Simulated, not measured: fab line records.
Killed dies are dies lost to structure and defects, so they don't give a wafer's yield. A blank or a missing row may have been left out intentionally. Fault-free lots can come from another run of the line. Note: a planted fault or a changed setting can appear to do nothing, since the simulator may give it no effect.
Problem report, 8D (eight disciplines) form, completed by code ; flow n5_finfet ; the parts of the form that need people (team, actions taken, sign-off) are left out

== 1. THE PROBLEM ==
bias_w at N5_BEOL_M12_ETCH_68 reads a mean of 386.1 W on 1 wafer of 1 lot; wafers without a fault read 350.3 W with a standard deviation of 0.91. Measured from the usual mean, that is +39 standard deviations.
The step: etches SOC in N2/H2, time 285 s.
First seen on wafer L514.2, day 15 17:41, on rie_diel-03. The record has a number at this step for 30 wafers belonging to 10 lots. Rule for "out", or "out of limits": more than 4 standard deviations from the usual mean. All remaining wafers that have a number are taken as sound.

== 2. WHAT IT IS, WHAT IT ISN'T ==
question;is;is not
which readings at this step;bias_w, rf_vpp_V;drypump_motor_current_A, oes_product_au, showerhead_plenum_p_Torr, throttle_valve_pct
which lots;L514;L499, L500, L502, L503, L504, L505, L507, L508, L522
which wafers of those lots;L514.2;L514.4, L514.5
read on which tools;rie_diel-03;rie_diel-01, rie_diel-04
when;from day 15 17:41;"up to then (26 sound wafers); but 3 sound wafers of L522 came after"

== 3. SUSPECTS, AND WHAT RULES EACH OUT ==
Counting: any tool at a process step up to the reading remains a suspect provided it ran every lot that is out. Sound lots after the first of them don't rule it out here, since some wafers of a struck lot are sound.
- pvd_sputter-01 at N5_BEOL_M11_SURFACE_TREAT_76: kept. L514, the lot that is out, went through it at day 15 14:19; up to then, the latest sound lot through it was L508 at day 13 17:46.
- rie_diel-03 at N5_BEOL_M12_ETCH_68 (etches SOC in N2/H2, time 285 s): kept. L514, the lot that is out, went through it at day 15 17:41; up to then, the latest sound lot through it was L500 at day 12 00:34. Its own bias_w, rf_vpp_V readings are out on those wafers.
- In rie_diel-03 at N5_BEOL_M12_ETCH_68, the wafers that are out were processed in chamber 1 and their sound lot-mates in chambers 2, 3.
Remaining after the count are pvd_sputter-01 at N5_BEOL_M11_SURFACE_TREAT_76 and rie_diel-03 at N5_BEOL_M12_ETCH_68.

== 4. THE CAUSE (what the simulator had put in) ==
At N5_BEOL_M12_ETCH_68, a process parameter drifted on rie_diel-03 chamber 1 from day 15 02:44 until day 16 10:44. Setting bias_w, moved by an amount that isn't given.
After counting, 2 suspects remain, this tool included.

== 5. THE CHAIN OF EFFECTS, in route order ==
Each row: a reading whose mean over the struck wafers that have a number lies more than 3 standard deviations from the usual. Scope: only readings with a usual standard deviation given in the record; hours: median across lots of the time from each lot's start at the first step in this table that gives one to its start at this step; sigmas: change in usual standard deviations.
hours;step;reading;usual;on struck wafers;change;sigmas
0;N5_BEOL_M12_ETCH_68;bias_w;350.3 W;386.1;+35.8;+39
0;N5_BEOL_M12_ETCH_68;rf_vpp_V;524.2 V;559.8;+35.6;+14
Its process steps:
- N5_BEOL_M12_ETCH_68: etches SOC in N2/H2, time 285 s.

== 6. HOW IT WOULD HAVE BEEN CAUGHT EARLIER ==
First out-of-limits reading in this record: day 15 17:41, which is 15 hours after fault onset at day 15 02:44.
